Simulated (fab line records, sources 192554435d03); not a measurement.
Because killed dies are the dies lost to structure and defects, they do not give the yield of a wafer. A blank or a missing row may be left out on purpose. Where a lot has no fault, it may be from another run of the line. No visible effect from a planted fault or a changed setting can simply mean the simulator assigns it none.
What tool caused it? ; flow n5-finfet ; 20 wafers from 7 lots sampled at 8 of the route's 1938 steps

WHAT EACH GAUGE READ, for each wafer
N5_BEOL_M13_OCD_MEAS_35.
lot;measured;on;trench-depth-nm (nm)
L958;day 11 15:43;ocd-02;425 406 406
L960;day 12 02:43;ocd-01;413 417 413
L968;day 13 18:25;ocd-01;408 416 407
L970;day 15 00:24;ocd-01;424 408 406
L973;day 15 06:08;ocd-01;411 409 424
L979;day 17 03:40;ocd-02;576 563
L981;day 17 10:25;ocd-01;404 408 413

N5_BEOL_M13_THK_MEAS_50: measures by xrf.
lot;measured;on;M13_THK (nm)
L958;day 11 18:04;film-metro-01;418 396 398
L960;day 12 06:32;film-metro-01;407 409 406
L968;day 13 21:23;film-metro-01;402 411 402
L970;day 15 03:24;film-metro-01;413 401 398
L973;day 15 09:40;film-metro-02;404 401 414
L979;day 17 06:37;film-metro-01;561 545
L981;day 17 16:08;film-metro-01;392 401 403

N5_BEOL_M13_RS_MEAS_54: measurement is done with a four-point probe.
lot;measured;on;M13_RS (ohm/sq)
L958;day 11 18:12;film-metro-01;0.0436 0.0460 0.0456
L960;day 12 06:40;film-metro-01;0.0451 0.0447 0.0447
L968;day 13 21:31;film-metro-02;0.0454 0.0444 0.0455
L970;day 15 03:34;film-metro-02;0.0440 0.0455 0.0457
L973;day 15 09:48;film-metro-01;0.0449 0.0456 0.0437
L979;day 17 06:45;film-metro-01;0.0320 0.0328
L981;day 17 16:16;film-metro-02;0.0461 0.0452 0.0449

N5_BEOL_M15_RC_MEAS_101.
lot;measured;on;COMB_M10 (S/m);COMB_M11 (S/m);COMB_M12 (S/m);COMB_M14 (S/m);COMB_M14_max_site (S/m);COMB_M15 (S/m);COMB_M15_max_site (S/m);COMB_M5 (S/m);COMB_M6 (S/m);COMB_M7 (S/m);COMB_M8 (S/m);COMB_M9 (S/m);SERP_M10 (ohm/um);SERP_M11 (ohm/um);SERP_M12 (ohm/um);SERP_M12_max_site (ohm/um);SERP_M13 (ohm/um);SERP_M13_max_site (ohm/um);SERP_M14 (ohm/um);SERP_M5 (ohm/um);SERP_M6 (ohm/um);SERP_M6_max_site (ohm/um);SERP_M7 (ohm/um);SERP_M8 (ohm/um);SERP_M9 (ohm/um)
L958;day 12 08:37;prober-01;1.5e-11 1.4e-11 1.2e-11;1.2e-11 1.4e-11 1.4e-11;8e-12 9.4e-12 6.2e-12;4.3e-12 4.1e-12 3.4e-12;5.7e-12 5.2e-12 3.8e-12;2.4e-12 3e-12 3e-12;3.8e-12 4.1e-12 3.8e-12;2.6e-11 4.9e-11 2.6e-11;2.6e-11 3.3e-11 2.7e-11;3.2e-11 3.2e-11 3.5e-11;2.1e-11 2.8e-11 3.3e-11;1.3e-11 1.6e-11 1.5e-11;2.78 3.03 2.90;3.01 3.14 3.04;0.625 0.613 0.605;0.639 0.629 0.618;0.302 0.312 0.315;0.305 0.315 0.318;0.159 0.163 0.167;37.4 39.3 38.2;14.2 13.6 14.4;14.6 14.2 14.9;14.8 14.7 14.9;13.2 13.7 12.8;3.05 3.09 3.02
L960;day 12 20:21;prober-01;1.5e-11 2.1e-11 1.6e-11;1.1e-11 1.5e-11 1e-11;7.4e-12 7.3e-12 6.4e-12;6.4e-12 4.3e-12 4.3e-12;8.9e-12 5.2e-12 5.3e-12;2.3e-12 2.6e-12 3.8e-12;3.1e-12 3.5e-12 4.8e-12;3.1e-11 3.6e-11 4e-11;2e-11 1.7e-11 3.1e-11;3.1e-11 3.3e-11 2.6e-11;2.9e-11 2.4e-11 2.5e-11;1.3e-11 1.3e-11 1.2e-11;3.12 2.97 2.91;3.00 3.10 3.26;0.636 0.657 0.661;0.652 0.666 0.679;0.312 0.300 0.308;0.317 0.304 0.312;0.164 0.165 0.163;40.8 40.5 41.2;15.5 13.6 14.0;16.3 14.3 14.6;13.7 13.5 13.1;14.3 13.4 12.8;3.16 2.99 3.09
L968;day 14 08:33;prober-01;1e-11 1.1e-11 1.1e-11;1.6e-11 1.3e-11 1.3e-11;6.4e-12 5.9e-12 8e-12;3.5e-12 4.7e-12 4.1e-12;5.6e-12 7.3e-12 5e-12;3.5e-12 3.1e-12 2.9e-12;4.5e-12 3.8e-12 3.5e-12;2.7e-11 4.7e-11 3.8e-11;2e-11 2.3e-11 2.4e-11;2.3e-11 2.4e-11 2.8e-11;3e-11 2.5e-11 2.3e-11;1.1e-11 1.5e-11 1.6e-11;2.99 2.97 3.03;3.01 3.07 3.00;0.600 0.628 0.630;0.611 0.634 0.640;0.308 0.298 0.305;0.311 0.302 0.309;0.155 0.154 0.168;40.1 41.2 40.4;13.7 14.3 13.5;14.2 14.7 14.0;14.3 15.1 14.0;14.6 14.2 13.0;3.17 3.00 3.08
L970;day 15 15:07;prober-02;1.9e-11 1.6e-11 1.5e-11;1.5e-11 1.3e-11 2e-11;6.5e-12 5.3e-12 4.9e-12;5e-12 4.4e-12 4.2e-12;6.6e-12 8.6e-12 5.1e-12;3.7e-12 2.4e-12 2.7e-12;4.6e-12 2.6e-12 3.6e-12;3.7e-11 3e-11 2.9e-11;2.2e-11 2.1e-11 1.8e-11;3e-11 3.3e-11 2.3e-11;3.4e-11 2.8e-11 3.4e-11;1.5e-11 1.4e-11 2e-11;3.27 3.03 3.09;3.14 3.15 2.90;0.624 0.614 0.637;0.635 0.629 0.652;0.303 0.313 0.316;0.306 0.317 0.319;0.157 0.166 0.155;41.2 40.0 38.0;12.9 13.4 14.5;13.9 13.9 15.1;14.3 13.3 13.6;14.2 14.8 14.1;3.00 3.09 3.13
L973;day 15 19:39;prober-01;1.3e-11 1.6e-11 1.2e-11;1.5e-11 1.4e-11 1.4e-11;7.3e-12 7.4e-12 6.6e-12;3.3e-12 3.8e-12 3.8e-12;6.6e-12 7e-12 4.9e-12;2.4e-12 2.6e-12 2.8e-12;3.1e-12 3.2e-12 3.8e-12;4.6e-11 4e-11 3.9e-11;2e-11 2.7e-11 2.9e-11;3.2e-11 4.4e-11 2.4e-11;1.8e-11 2.4e-11 3e-11;1e-11 1.2e-11 1.4e-11;3.15 3.10 3.29;3.10 3.09 3.12;0.657 0.650 0.641;0.668 0.665 0.656;0.309 0.312 0.301;0.312 0.315 0.303;0.167 0.158 0.155;38.8 38.5 40.4;12.7 14.2 13.0;13.1 14.6 13.0;14.5 13.8 13.5;14.6 13.5 14.3;3.11 3.23 3.12
L979;day 17 17:55;prober-02;1.9e-11 1.8e-11;1.5e-11 1.9e-11;5.1e-12 7.2e-12;4.8e-12 4.8e-12;8.8e-12 6.6e-12;2.8e-12 2.9e-12;4.1e-12 4.4e-12;3.3e-11 2.7e-11;2.1e-11 3.8e-11;2.6e-11 2.4e-11;2.4e-11 3.2e-11;1.4e-11 1.6e-11;3.16 3.17;3.00 3.09;0.667 0.635;0.689 0.647;0.216 0.225;0.219 0.227;0.152 0.152;37.3 38.6;13.5 13.8;13.7 14.2;14.6 14.4;13.5 12.6;3.35 3.27
L981;day 18 06:19;prober-01;1.3e-11 1.7e-11 1.9e-11;2.2e-11 2.1e-11 1.6e-11;8.7e-12 5.6e-12 5.7e-12;3.8e-12 4.9e-12 3.4e-12;5e-12 6.5e-12 4e-12;3.9e-12 3.5e-12 3.8e-12;5.3e-12 4.3e-12 4.5e-12;3.1e-11 3.6e-11 4.8e-11;2.4e-11 2.8e-11 2.6e-11;2.1e-11 3.2e-11 2.3e-11;3.5e-11 2.9e-11 2.5e-11;1.7e-11 1.6e-11 1.5e-11;3.08 3.20 3.18;3.07 3.03 3.21;0.624 0.637 0.616;0.633 0.657 0.628;0.316 0.316 0.312;0.319 0.319 0.317;0.155 0.164 0.164;39.2 40.0 40.3;13.9 14.5 13.5;14.2 15.2 14.2;14.6 14.5 13.9;13.1 13.1 13.6;3.04 3.01 2.99

TOOL THAT RAN EACH LOT (tool first, then ch and the chambers of the sampled wafers, then the start)
lot;N5_BEOL_M13_STRIP_64;N5_BEOL_M13_TRENCH_ETCH_34;N5_BEOL_M13_SPUTTER_44;N5_BEOL_M13_SPUTTER_45
L958;plasma-asher-01 ch 0,1, day 11 14:27;rie-diel-02 ch 0,3, day 11 15:32;pvd-sputter-03, day 11 16:51;pvd-sputter-03, day 11 16:56
L960;plasma-asher-02 ch 0, day 12 01:25;rie-diel-02 ch 1,2, day 12 02:33;pvd-sputter-03, day 12 04:56;pvd-sputter-03, day 12 05:01
L968;plasma-asher-02 ch 0, day 13 17:16;rie-diel-02 ch 1,3, day 13 18:14;pvd-sputter-03, day 13 20:20;pvd-sputter-03, day 13 20:25
L970;plasma-asher-02 ch 0,1, day 14 23:16;rie-diel-02 ch 0,2,3, day 15 00:14;pvd-sputter-01, day 15 02:27;pvd-sputter-01, day 15 02:32
L973;plasma-asher-01 ch 0,1, day 15 04:59;rie-diel-02 ch 0,1, day 15 05:57;pvd-sputter-02, day 15 08:43;pvd-sputter-02, day 15 08:48
L979;plasma-asher-01 ch 0, day 17 02:32;rie-diel-02 ch 1,2, day 17 03:29;pvd-sputter-03, day 17 05:40;pvd-sputter-03, day 17 05:45
L981;plasma-asher-02 ch 0,1, day 17 08:44;rie-diel-04 ch 0,2,3, day 17 10:14;pvd-sputter-03, day 17 15:11;pvd-sputter-03, day 17 15:16
- N5_BEOL_M13_STRIP_64: strips in N2/H2.
- N5_BEOL_M13_TRENCH_ETCH_34: etches SiOC in C4F8/O2/Ar, target depth 413.47 nm, time 162.6 s.
- N5_BEOL_M13_SPUTTER_44: material Ta, target thk 10 nm, time 16.13 s.
- N5_BEOL_M13_SPUTTER_45: material Cu, target thk 80 nm, time 13.33 s.

AS READ BY THE TOOLS THEMSELVES (means over the sampled wafers that have a number; for cases with no such wafer, the mark the record gives instead)
N5_BEOL_M13_STRIP_64.
lot;tool;drypump-motor-current-A (A);heater-power-w (W);oes-product-au (a.u.);strip-time-to-endpoint-s (s)
L958;plasma-asher-01;5.8;378;0.712;31.43
L960;plasma-asher-02;6.3;367;0.714;31.15
L968;plasma-asher-02;6.3;369;0.716;31.36
L970;plasma-asher-02;5.9;328;0.715;31.41
L973;plasma-asher-01;5.6;356;0.716;31.25
L979;plasma-asher-01;6.0;402;0.712;31.34
L981;plasma-asher-02;6.1;343;0.712;31.37

N5_BEOL_M13_TRENCH_ETCH_34.
lot;tool;bias-w (W);drypump-motor-current-A (A);oes-product-au (a.u.);rf-vpp-V (V);showerhead-plenum-p-Torr (Torr);throttle-valve-pct (%)
L958;rie-diel-02;697.8;5.2;0.77;669.8;3.56;24.27
L960;rie-diel-02;699.8;5.4;0.80;665.5;3.41;23.88
L968;rie-diel-02;700.4;5.1;0.76;667.9;3.51;24.31
L970;rie-diel-02;700.1;5.4;0.76;668.7;3.50;24.09
L973;rie-diel-02;699.0;5.0;0.87;668.3;3.51;23.88
L979;rie-diel-02;700.3;5.2;0.97;665.5;3.41;23.98
L981;rie-diel-04;698.8;6.0;0.76;665.9;3.44;24.33

N5_BEOL_M13_SPUTTER_44.
lot;tool;throttle-valve-pct (%)
L958;pvd-sputter-03;30.0
L960;pvd-sputter-03;29.7
L968;pvd-sputter-03;29.9
L970;pvd-sputter-01;30.0
L973;pvd-sputter-02;30.2
L979;pvd-sputter-03;30.4
L981;pvd-sputter-03;30.6

N5_BEOL_M13_SPUTTER_45.
lot;tool;throttle-valve-pct (%)
L958;pvd-sputter-03;30.0
L960;pvd-sputter-03;29.6
L968;pvd-sputter-03;30.0
L970;pvd-sputter-01;30.1
L973;pvd-sputter-02;30.1
L979;pvd-sputter-03;30.5
L981;pvd-sputter-03;30.8

THE ANSWER, worked out from the rows above alone
Rule: the lots themselves supply what counts as usual. Put in order of their means at a reading, lots are off if they are a third of the lots or fewer, leave a main group of 4 or more, and stand apart from it by a gap of 3 or more times the standard deviation of the main group's means; of several such gaps the widest counts. Not used: any main group whose means are identical at the precision the tables above print for the reading. Also off: a lot with no number at a reading for which 4 or more lots have one. The other lots that the step has rows for count as sound. The gauges are gone through in route order, then the tools' own readings, and for those a lot's mean is taken as printed above. The first step at which some lot is off is used, and at that step the reading that is off furthest; a lot without a number counts as furthest.
Off: L979 (N5_BEOL_M13_OCD_MEAS_35, trench-depth-nm). Main group: mean 412 nm, sd 2.2.
If a tool, at a process step before that reading, ran all the lots that are off and no sound lot after the first of them, it fits. Not tried: the gauges at N5_BEOL_M13_OCD_MEAS_35; whatever is off there is also off at N5_BEOL_M13_THK_MEAS_50, on other tools, and gauge error can't account for it. This does not decide it: 2 tools fit, namely plasma-asher-01 at N5_BEOL_M13_STRIP_64 and rie-diel-02 at N5_BEOL_M13_TRENCH_ETCH_34.

WHAT THE SIMULATOR HAD PUT IN
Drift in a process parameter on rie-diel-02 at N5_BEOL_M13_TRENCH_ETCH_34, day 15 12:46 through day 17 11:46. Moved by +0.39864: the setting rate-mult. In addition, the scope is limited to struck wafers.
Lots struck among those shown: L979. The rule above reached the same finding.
